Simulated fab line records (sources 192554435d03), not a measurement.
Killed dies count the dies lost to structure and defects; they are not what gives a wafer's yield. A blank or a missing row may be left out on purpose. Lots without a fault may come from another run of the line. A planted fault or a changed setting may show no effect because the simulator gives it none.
Chamber matching    flow n5 finfet    N5_BEOL_M4_ETCH_69 on rie diel-04: 4 sister chambers
The step etches SiARC in CF4, target depth 15.6 nm, time 26 s. 4 wafers are shown with their chamber, then 11 later ones without.

== EACH WAFER AND ITS CHAMBER ==
wafer   chamber  showerhead plenum p Torr (Torr)
L081.6  2        2.09
L086.3  1        2.17
L087.5  3        2.10
L089.1  0        2.05

== WAFERS WHOSE CHAMBER IS MISSING ==
wafer   showerhead plenum p Torr (Torr)
L089.2  2.10
L089.3  2.09
L091.2  2.05
L091.5  2.05
L091.6  2.10
L093.2  2.08
L093.3  2.05
L093.4  2.16
L097.2  2.08
L097.4  2.05
L097.6  2.08

== CHAMBER TAKEN BY EACH ==
wafer   from the rows above      in truth
L089.2  can't be placed: 3 or 2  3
L089.3  can't be placed: 2 or 3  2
L091.2  0                        0
L091.5  0                        0
L091.6  can't be placed: 3 or 2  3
L093.2  can't be placed: 2 or 3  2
L093.3  0                        0
L093.4  1                        1
L097.2  can't be placed: 2 or 3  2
L097.4  0                        0
L097.6  can't be placed: 2 or 3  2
Placed correctly: 5 of 11. From these rows, 6 cannot be placed; in 6 the true chamber is one of the candidates. Wrongly placed: 0.
How it was worked out, from the rows above alone: a wafer's distance from a chamber is the root of the sum, over the readings, of the square of ((its reading less the chamber's mean) divided by the reading's scatter). The wafer belongs to the nearest chamber; if the next one is less than 2 further off, it can't be placed. The mean given for a chamber averages the wafers shown for that chamber. The scatter: with one shown wafer a chamber, the root of the mean of the squares of how far each hidden wafer lies from its nearest shown one.
